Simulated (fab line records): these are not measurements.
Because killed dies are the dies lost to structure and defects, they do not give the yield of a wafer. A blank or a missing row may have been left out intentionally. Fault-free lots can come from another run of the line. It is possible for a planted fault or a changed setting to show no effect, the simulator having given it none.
Chamber matching / flow nand harc / NHARC_A_CONTACT_ETCH_102 on rie diel-09 has 4 sister chambers
The step etches the open film in CF4/O2, target depth 100 nm, overetch 10 nm, time 55 s. 30 wafers are shown with their chamber, then 12 later ones without.

## EACH WAFER AND ITS CHAMBER
wafer=L075.3; chamber=3; drypump motor current A (A)=5.7; showerhead plenum p Torr (Torr)=1.24; rf vpp V (V)=196.7
wafer=L075.5; chamber=0; drypump motor current A (A)=6.4; showerhead plenum p Torr (Torr)=1.27; rf vpp V (V)=195.8
wafer=L075.6; chamber=3; drypump motor current A (A)=5.7; showerhead plenum p Torr (Torr)=1.24; rf vpp V (V)=196.4
wafer=L076.2; chamber=1; drypump motor current A (A)=5.6; showerhead plenum p Torr (Torr)=1.40; rf vpp V (V)=199.6
wafer=L076.3; chamber=2; drypump motor current A (A)=6.4; showerhead plenum p Torr (Torr)=1.35; rf vpp V (V)=198.4
wafer=L076.4; chamber=0; drypump motor current A (A)=6.4; showerhead plenum p Torr (Torr)=1.27; rf vpp V (V)=196.1
wafer=L077.3; chamber=1; drypump motor current A (A)=5.6; showerhead plenum p Torr (Torr)=1.40; rf vpp V (V)=199.3
wafer=L077.4; chamber=3; drypump motor current A (A)=5.7; showerhead plenum p Torr (Torr)=1.24; rf vpp V (V)=195.2
wafer=L077.5; chamber=3; drypump motor current A (A)=5.7; showerhead plenum p Torr (Torr)=1.24; rf vpp V (V)=195.3
wafer=L078.2; chamber=3; drypump motor current A (A)=5.7; showerhead plenum p Torr (Torr)=1.24; rf vpp V (V)=194.0
wafer=L078.3; chamber=0; drypump motor current A (A)=6.4; showerhead plenum p Torr (Torr)=1.26; rf vpp V (V)=195.6
wafer=L078.6; chamber=1; drypump motor current A (A)=5.6; showerhead plenum p Torr (Torr)=1.40; rf vpp V (V)=199.8
wafer=L081.1; chamber=2; drypump motor current A (A)=6.3; showerhead plenum p Torr (Torr)=1.35; rf vpp V (V)=197.0
wafer=L081.4; chamber=1; drypump motor current A (A)=5.6; showerhead plenum p Torr (Torr)=1.40; rf vpp V (V)=198.5
wafer=L081.6; chamber=3; drypump motor current A (A)=5.7; showerhead plenum p Torr (Torr)=1.24; rf vpp V (V)=196.4
wafer=L082.2; chamber=3; drypump motor current A (A)=5.7; showerhead plenum p Torr (Torr)=1.24; rf vpp V (V)=196.8
wafer=L082.5; chamber=1; drypump motor current A (A)=5.6; showerhead plenum p Torr (Torr)=1.40; rf vpp V (V)=198.2
wafer=L082.6; chamber=2; drypump motor current A (A)=6.3; showerhead plenum p Torr (Torr)=1.35; rf vpp V (V)=199.0
wafer=L085.1; chamber=3; drypump motor current A (A)=5.7; showerhead plenum p Torr (Torr)=1.23; rf vpp V (V)=195.7
wafer=L085.4; chamber=1; drypump motor current A (A)=5.6; showerhead plenum p Torr (Torr)=1.40; rf vpp V (V)=198.7
wafer=L085.5; chamber=2; drypump motor current A (A)=6.3; showerhead plenum p Torr (Torr)=1.35; rf vpp V (V)=199.1
wafer=L083.2; chamber=2; drypump motor current A (A)=6.3; showerhead plenum p Torr (Torr)=1.35; rf vpp V (V)=197.6
wafer=L083.4; chamber=1; drypump motor current A (A)=5.6; showerhead plenum p Torr (Torr)=1.40; rf vpp V (V)=198.9
wafer=L083.6; chamber=3; drypump motor current A (A)=5.7; showerhead plenum p Torr (Torr)=1.23; rf vpp V (V)=195.2
wafer=L086.2; chamber=3; drypump motor current A (A)=5.7; showerhead plenum p Torr (Torr)=1.23; rf vpp V (V)=194.7
wafer=L086.3; chamber=2; drypump motor current A (A)=6.3; showerhead plenum p Torr (Torr)=1.35; rf vpp V (V)=196.7
wafer=L086.4; chamber=1; drypump motor current A (A)=5.6; showerhead plenum p Torr (Torr)=1.40; rf vpp V (V)=199.5
wafer=L087.2; chamber=2; drypump motor current A (A)=6.3; showerhead plenum p Torr (Torr)=1.35; rf vpp V (V)=198.3
wafer=L087.3; chamber=1; drypump motor current A (A)=5.6; showerhead plenum p Torr (Torr)=1.40; rf vpp V (V)=198.5
wafer=L087.4; chamber=3; drypump motor current A (A)=5.7; showerhead plenum p Torr (Torr)=1.23; rf vpp V (V)=195.5

SIGNATURES (averages over the wafers above)
reading=drypump motor current A; chamber 0=6.400; chamber 1=5.600; chamber 2=6.314; chamber 3=5.700; scatter within a chamber=0.0182
reading=showerhead plenum p Torr; chamber 0=1.2667; chamber 1=1.4000; chamber 2=1.3500; chamber 3=1.2364; scatter within a chamber=0.00351
reading=rf vpp V; chamber 0=195.833; chamber 1=199.000; chamber 2=198.014; chamber 3=195.627; scatter within a chamber=0.778
Rule: for a wafer and a chamber, the distance is found by dividing, reading by reading, the gap between the wafer's reading and the chamber's mean by the reading's scatter, squaring, summing and taking the root. If the next closest chamber is less than 2 further off than the closest, the wafer can't be placed; otherwise it belongs to the closest. The scatter: take each reading less its chamber's mean, square it, sum over the shown wafers, divide by the number of wafers less the number of chambers, and take the root.

## WAFERS WITH NO CHAMBER GIVEN
wafer=L088.3; drypump motor current A (A)=6.3; showerhead plenum p Torr (Torr)=1.35; rf vpp V (V)=197.9
wafer=L088.4; drypump motor current A (A)=5.6; showerhead plenum p Torr (Torr)=1.40; rf vpp V (V)=199.5
wafer=L088.6; drypump motor current A (A)=6.4; showerhead plenum p Torr (Torr)=1.26; rf vpp V (V)=198.7
wafer=L089.4; drypump motor current A (A)=6.4; showerhead plenum p Torr (Torr)=1.26; rf vpp V (V)=196.8
wafer=L089.5; drypump motor current A (A)=5.7; showerhead plenum p Torr (Torr)=1.23; rf vpp V (V)=197.5
wafer=L089.6; drypump motor current A (A)=6.3; showerhead plenum p Torr (Torr)=1.35; rf vpp V (V)=197.6
wafer=L090.1; drypump motor current A (A)=6.3; showerhead plenum p Torr (Torr)=1.35; rf vpp V (V)=198.7
wafer=L090.4; drypump motor current A (A)=6.4; showerhead plenum p Torr (Torr)=1.26; rf vpp V (V)=194.8
wafer=L090.6; drypump motor current A (A)=5.6; showerhead plenum p Torr (Torr)=1.40; rf vpp V (V)=199.8
wafer=L097.3; drypump motor current A (A)=6.3; showerhead plenum p Torr (Torr)=1.35; rf vpp V (V)=198.9
wafer=L097.5; drypump motor current A (A)=5.7; showerhead plenum p Torr (Torr)=1.44; rf vpp V (V)=200.8
wafer=L097.6; drypump motor current A (A)=6.4; showerhead plenum p Torr (Torr)=1.35; rf vpp V (V)=197.6

## WHICH CHAMBER EACH ONE RAN IN
wafer=L088.3; from the rows above=2; in truth=2
wafer=L088.4; from the rows above=1; in truth=1
wafer=L088.6; from the rows above=0; in truth=0
wafer=L089.4; from the rows above=0; in truth=0
wafer=L089.5; from the rows above=3; in truth=3
wafer=L089.6; from the rows above=2; in truth=2
wafer=L090.1; from the rows above=2; in truth=2
wafer=L090.4; from the rows above=0; in truth=0
wafer=L090.6; from the rows above=1; in truth=1
wafer=L097.3; from the rows above=2; in truth=2
wafer=L097.5; from the rows above=1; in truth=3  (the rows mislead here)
wafer=L097.6; from the rows above=2; in truth=2
11 of 12 placed correctly. From these rows, 0 cannot be placed. Wrongly placed: 1.
